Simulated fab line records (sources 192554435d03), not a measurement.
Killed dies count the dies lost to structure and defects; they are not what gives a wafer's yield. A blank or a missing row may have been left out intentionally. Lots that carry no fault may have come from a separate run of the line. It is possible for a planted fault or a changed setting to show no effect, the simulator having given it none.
Chamber matching :: flow n5-finfet :: 4 sister chambers for N5_MOL_CONTACT_COAG_ETCH_66 on rie-diel-03
The step etches SiARC in CF4, target depth 13 nm, time 21.7 s. 22 wafers are shown with their chamber, then 11 later ones without.

== EACH WAFER AND ITS CHAMBER ==
wafer: L075.1
chamber: 2
throttle-valve-pct (%): 15.22
showerhead-plenum-p-Torr (Torr): 2.27
oes-product-au (a.u.): 0.79

wafer: L075.3
chamber: 1
throttle-valve-pct (%): 15.18
showerhead-plenum-p-Torr (Torr): 2.06
oes-product-au (a.u.): 0.66

wafer: L075.6
chamber: 2
throttle-valve-pct (%): 15.23
showerhead-plenum-p-Torr (Torr): 2.27
oes-product-au (a.u.): 0.79

wafer: L077.1
chamber: 3
throttle-valve-pct (%): 15.90
showerhead-plenum-p-Torr (Torr): 2.14
oes-product-au (a.u.): 0.63

wafer: L077.2
chamber: 0
throttle-valve-pct (%): 15.87
showerhead-plenum-p-Torr (Torr): 2.20
oes-product-au (a.u.): 0.60

wafer: L077.3
chamber: 2
throttle-valve-pct (%): 15.24
showerhead-plenum-p-Torr (Torr): 2.27
oes-product-au (a.u.): 0.78

wafer: L077.4
chamber: 1
throttle-valve-pct (%): 15.19
showerhead-plenum-p-Torr (Torr): 2.06
oes-product-au (a.u.): 0.66

wafer: L077.5
chamber: 0
throttle-valve-pct (%): 15.85
showerhead-plenum-p-Torr (Torr): 2.20
oes-product-au (a.u.): 0.60

wafer: L077.6
chamber: 3
throttle-valve-pct (%): 15.91
showerhead-plenum-p-Torr (Torr): 2.14
oes-product-au (a.u.): 0.63

wafer: L078.1
chamber: 2
throttle-valve-pct (%): 15.24
showerhead-plenum-p-Torr (Torr): 2.27
oes-product-au (a.u.): 0.77

wafer: L078.3
chamber: 1
throttle-valve-pct (%): 15.18
showerhead-plenum-p-Torr (Torr): 2.06
oes-product-au (a.u.): 0.65

wafer: L078.5
chamber: 3
throttle-valve-pct (%): 15.91
showerhead-plenum-p-Torr (Torr): 2.14
oes-product-au (a.u.): 0.63

wafer: L080.1
chamber: 1
throttle-valve-pct (%): 15.19
showerhead-plenum-p-Torr (Torr): 2.05
oes-product-au (a.u.): 0.65

wafer: L080.4
chamber: 2
throttle-valve-pct (%): 15.24
showerhead-plenum-p-Torr (Torr): 2.26
oes-product-au (a.u.): 0.78

wafer: L080.6
chamber: 1
throttle-valve-pct (%): 15.19
showerhead-plenum-p-Torr (Torr): 2.05
oes-product-au (a.u.): 0.65

wafer: L087.1
chamber: 2
throttle-valve-pct (%): 15.28
showerhead-plenum-p-Torr (Torr): 2.26
oes-product-au (a.u.): 0.75

wafer: L087.2
chamber: 1
throttle-valve-pct (%): 15.21
showerhead-plenum-p-Torr (Torr): 2.05
oes-product-au (a.u.): 0.64

wafer: L087.3
chamber: 0
throttle-valve-pct (%): 15.91
showerhead-plenum-p-Torr (Torr): 2.20
oes-product-au (a.u.): 0.58

wafer: L087.4
chamber: 3
throttle-valve-pct (%): 15.94
showerhead-plenum-p-Torr (Torr): 2.13
oes-product-au (a.u.): 0.62

wafer: L087.5
chamber: 2
throttle-valve-pct (%): 15.27
showerhead-plenum-p-Torr (Torr): 2.26
oes-product-au (a.u.): 0.76

wafer: L087.6
chamber: 3
throttle-valve-pct (%): 15.94
showerhead-plenum-p-Torr (Torr): 2.13
oes-product-au (a.u.): 0.62

wafer: L090.1
chamber: 0
throttle-valve-pct (%): 15.91
showerhead-plenum-p-Torr (Torr): 2.19
oes-product-au (a.u.): 0.58

SIGNATURES (averages over the wafers above)
reading: throttle-valve-pct
chamber 0: 15.8850
chamber 1: 15.1900
chamber 2: 15.2457
chamber 3: 15.9200
scatter within a chamber: 0.0204

reading: showerhead-plenum-p-Torr
chamber 0: 2.1975
chamber 1: 2.0550
chamber 2: 2.2657
chamber 3: 2.1360
scatter within a chamber: 0.00536

reading: oes-product-au
chamber 0: 0.5900
chamber 1: 0.6517
chamber 2: 0.7743
chamber 3: 0.6260
scatter within a chamber: 0.011
Rule: for a wafer and a chamber, the distance is found by dividing, reading by reading, the gap between the wafer's reading and the chamber's mean by the reading's scatter, squaring, summing and taking the root. If the next closest chamber is less than 2 further off than the closest, the wafer can't be placed; otherwise it belongs to the closest. The scatter: take each reading less its chamber's mean, square it, sum over the shown wafers, divide by the number of wafers less the number of chambers, and take the root.

== WAFERS WITHOUT THEIR CHAMBER ==
wafer: L090.2
throttle-valve-pct (%): 15.24
showerhead-plenum-p-Torr (Torr): 2.05
oes-product-au (a.u.): 0.65

wafer: L090.3
throttle-valve-pct (%): 15.28
showerhead-plenum-p-Torr (Torr): 2.26
oes-product-au (a.u.): 0.75

wafer: L090.4
throttle-valve-pct (%): 15.94
showerhead-plenum-p-Torr (Torr): 2.13
oes-product-au (a.u.): 0.62

wafer: L090.5
throttle-valve-pct (%): 15.93
showerhead-plenum-p-Torr (Torr): 2.20
oes-product-au (a.u.): 0.58

wafer: L090.6
throttle-valve-pct (%): 15.24
showerhead-plenum-p-Torr (Torr): 2.05
oes-product-au (a.u.): 0.64

wafer: L092.1
throttle-valve-pct (%): 15.25
showerhead-plenum-p-Torr (Torr): 2.05
oes-product-au (a.u.): 0.63

wafer: L092.2
throttle-valve-pct (%): 15.93
showerhead-plenum-p-Torr (Torr): 2.19
oes-product-au (a.u.): 0.57

wafer: L092.3
throttle-valve-pct (%): 15.30
showerhead-plenum-p-Torr (Torr): 2.26
oes-product-au (a.u.): 0.74

wafer: L093.3
throttle-valve-pct (%): 15.93
showerhead-plenum-p-Torr (Torr): 2.19
oes-product-au (a.u.): 0.57

wafer: L093.4
throttle-valve-pct (%): 15.96
showerhead-plenum-p-Torr (Torr): 2.13
oes-product-au (a.u.): 0.61

wafer: L093.6
throttle-valve-pct (%): 15.23
showerhead-plenum-p-Torr (Torr): 2.05
oes-product-au (a.u.): 0.63

== CHAMBER TAKEN BY EACH ==
wafer: L090.2
from the rows above: 1
in truth: 1

wafer: L090.3
from the rows above: 2
in truth: 2

wafer: L090.4
from the rows above: 3
in truth: 3

wafer: L090.5
from the rows above: 0
in truth: 0

wafer: L090.6
from the rows above: 1
in truth: 1

wafer: L092.1
from the rows above: 1
in truth: 1

wafer: L092.2
from the rows above: 0
in truth: 0

wafer: L092.3
from the rows above: 2
in truth: 2

wafer: L093.3
from the rows above: 0
in truth: 0

wafer: L093.4
from the rows above: 3
in truth: 3

wafer: L093.6
from the rows above: 1
in truth: 1
Placed correctly: 11 of 11. Number that these rows cannot place: 0. Number placed wrongly: 0.
